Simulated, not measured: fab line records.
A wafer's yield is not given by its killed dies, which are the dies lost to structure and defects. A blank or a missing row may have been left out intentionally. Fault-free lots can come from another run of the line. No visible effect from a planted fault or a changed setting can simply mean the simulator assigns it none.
Split-lot trial + flow n5Finfet + 7 lots, 39 wafers read, on a route of 1938 steps

== ON THE SPLIT ==
At N5_FIN_CUT_CUT_ETCH_15 (etches Si in HBr/Cl2/O2, target depth 100 nm, bt time 10 s, time 42.4 s), the setting targetDepthA was moved away from the recipe's 1000 angstrom on 18 of the 39 wafers read, by -10.7% to +12.9%. For the rest of the wafers, this setting stayed at what the recipe calls for.

The reading is taken at the split's own step.

== THE READING ==
SOC_of_FIN_CUT_COAT_18.thkNm (the simulator's own value, which no gauge read), in nm, at N5_FIN_CUT_CUT_ETCH_15 (etches Si in HBr/Cl2/O2, target depth 100 nm, bt time 10 s, time 42.4 s). The file gives no usual value for it. Average 170.0 nm, standard deviation 0.99 nm, over the 21 wafers here run with the recipe.

| wafer  | tool, chamber at the split | targetDepthA as run, angstrom | against the recipe | SOC_of_FIN_CUT_COAT_18.thkNm, nm | against lot-mates on the recipe |
|--------|----------------------------|-------------------------------|--------------------|----------------------------------|---------------------------------|
| L074.2 | rieSi-05, 3                | 1000                          | recipe             | 169.2                            | -                               |
| L074.3 | rieSi-05, 2                | 1000                          | recipe             | 171.2                            | -                               |
| L074.6 | rieSi-05, 0                | 1000                          | recipe             | 170.4                            | -                               |
| L082.1 | rieSi-03, 0                | 920.6                         | -7.9%              | 172.8                            | +3.7                            |
| L082.2 | rieSi-03, 1                | 920.6                         | -7.9%              | 172.6                            | +3.5                            |
| L082.3 | rieSi-03, 3                | 1000                          | recipe             | 168.4                            | -                               |
| L082.4 | rieSi-03, 2                | 1000                          | recipe             | 169.8                            | -                               |
| L082.5 | rieSi-03, 3                | 920.6                         | -7.9%              | 171.2                            | +2.1                            |
| L082.6 | rieSi-03, 0                | 1000                          | recipe             | 169                              | -                               |
| L088.1 | rieSi-03, 0                | 1000                          | recipe             | 171                              | -                               |
| L088.2 | rieSi-03, 3                | 893                           | -10.7%             | 175.2                            | +4.7                            |
| L088.3 | rieSi-03, 2                | 893                           | -10.7%             | 174.4                            | +3.9                            |
| L088.4 | rieSi-03, 1                | 1000                          | recipe             | 169.8                            | -                               |
| L088.5 | rieSi-03, 3                | 893                           | -10.7%             | 174.2                            | +3.7                            |
| L088.6 | rieSi-03, 2                | 1000                          | recipe             | 170.6                            | -                               |
| L090.1 | rieSi-03, 1                | 1055                          | +5.5%              | 169.8                            | -0.5                            |
| L090.2 | rieSi-03, 2                | 1055                          | +5.5%              | 169.2                            | -1.1                            |
| L090.3 | rieSi-03, 0                | 1055                          | +5.5%              | 169.6                            | -0.7                            |
| L090.4 | rieSi-03, 3                | 1000                          | recipe             | 170.4                            | -                               |
| L090.5 | rieSi-03, 2                | 1000                          | recipe             | 171.4                            | -                               |
| L090.6 | rieSi-03, 3                | 1000                          | recipe             | 169                              | -                               |
| L092.1 | rieSi-03, 0                | 945.1                         | -5.5%              | 172.8                            | +3.0                            |
| L092.2 | rieSi-03, 1                | 945.1                         | -5.5%              | 170.8                            | +1.0                            |
| L092.3 | rieSi-03, 3                | 1000                          | recipe             | 169.2                            | -                               |
| L092.4 | rieSi-03, 2                | 1000                          | recipe             | 170.2                            | -                               |
| L092.5 | rieSi-03, 0                | 945.1                         | -5.5%              | 172.2                            | +2.4                            |
| L092.6 | rieSi-03, 3                | 1000                          | recipe             | 170                              | -                               |
| L093.1 | rieSi-05, 1                | 1129                          | +12.9%             | 163.6                            | -5.4                            |
| L093.2 | rieSi-05, 3                | 1000                          | recipe             | 168.6                            | -                               |
| L093.3 | rieSi-05, 2                | 1000                          | recipe             | 169.4                            | -                               |
| L093.4 | rieSi-05, 0                | 1129                          | +12.9%             | 164.8                            | -4.2                            |
| L093.5 | rieSi-05, 1                | 1000                          | recipe             | 169                              | -                               |
| L093.6 | rieSi-05, 2                | 1129                          | +12.9%             | 164.6                            | -4.4                            |
| L096.1 | rieSi-03, 0                | 1000                          | recipe             | 172.4                            | -                               |
| L096.2 | rieSi-03, 1                | 947.8                         | -5.2%              | 172.4                            | +1.3                            |
| L096.3 | rieSi-03, 2                | 947.8                         | -5.2%              | 173.6                            | +2.5                            |
| L096.4 | rieSi-03, 3                | 947.8                         | -5.2%              | 172.8                            | +1.7                            |
| L096.5 | rieSi-03, 2                | 1000                          | recipe             | 170.6                            | -                               |
| L096.6 | rieSi-03, 3                | 1000                          | recipe             | 170.2                            | -                               |

THE FIT
A straight line over all 39 wafers: SOC_of_FIN_CUT_COAT_18.thkNm changes by -0.388 nm for each +1% of targetDepthA; r = -0.91; the points scatter about the line by 1.1 nm.
The same after taking each lot's own level away (the mean of its wafers on the recipe; 39 wafers): -0.355 nm for each +1%; r = -0.94; scatter 0.75 nm.
According to that fit, moving targetDepthA by its largest amount changes the reading by 4.6 nm.
The span of the lots' own levels, 169.00 to 171.07 nm, comes to 2.1 times the standard deviation stated above.
The two slopes are in agreement: the lot-to-lot level therefore moves the slope only a little.
Check: -4.22 nm against its lot-mates is what the line predicts for one of the wafers moved furthest among these (+12.9%) when that wafer is left out of the fit. Against them it came out at -5.4 nm.

== THESE WAFERS: OTHER SPLITS ==
These wafers also went through other splits before the reading. Each is held against what the fit with the lots' levels taken away leaves over:
| other split on the same wafers | wafers away from the commonest value | r with SOC_of_FIN_CUT_COAT_18.thkNm (lot level and that fit taken away) |
|--------------------------------|--------------------------------------|-------------------------------------------------------------------------|
| N5_FIN_SAQP_ALD_61 aldCycles   | 18                                   | +0.04                                                                   |

== THE WHOLE CHAIN: every reading that the file lists as answering this split, in the file's order ==
| step                   | what it does                                                            | reading                                                                       | change (the file's fit)               | r (the file's) |
|------------------------|-------------------------------------------------------------------------|-------------------------------------------------------------------------------|---------------------------------------|----------------|
| N5_FIN_CUT_CUT_ETCH_15 | etches Si in HBr/Cl2/O2, target depth 100 nm, bt time 10 s, time 42.4 s | etch.depthNm (the simulator's own value, which no gauge read)                 | +0.951 nm for each +1% of the setting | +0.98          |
| N5_FIN_CUT_CUT_ETCH_15 | etches Si in HBr/Cl2/O2, target depth 100 nm, bt time 10 s, time 42.4 s | FIN_CUT.featureDepthNm (the simulator's own value, which no gauge read)       | +0.955 nm for each +1% of the setting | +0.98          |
| N5_FIN_CUT_CUT_ETCH_15 | etches Si in HBr/Cl2/O2, target depth 100 nm, bt time 10 s, time 42.4 s | SOC_of_FIN_CUT_COAT_18.thkNm (the simulator's own value, which no gauge read) | -0.359 nm for each +1% of the setting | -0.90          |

== THE FILE'S OWN FIT ==
SOC_of_FIN_CUT_COAT_18.thkNm changes by -0.359 nm for each +1% of targetDepthA, r = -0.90.
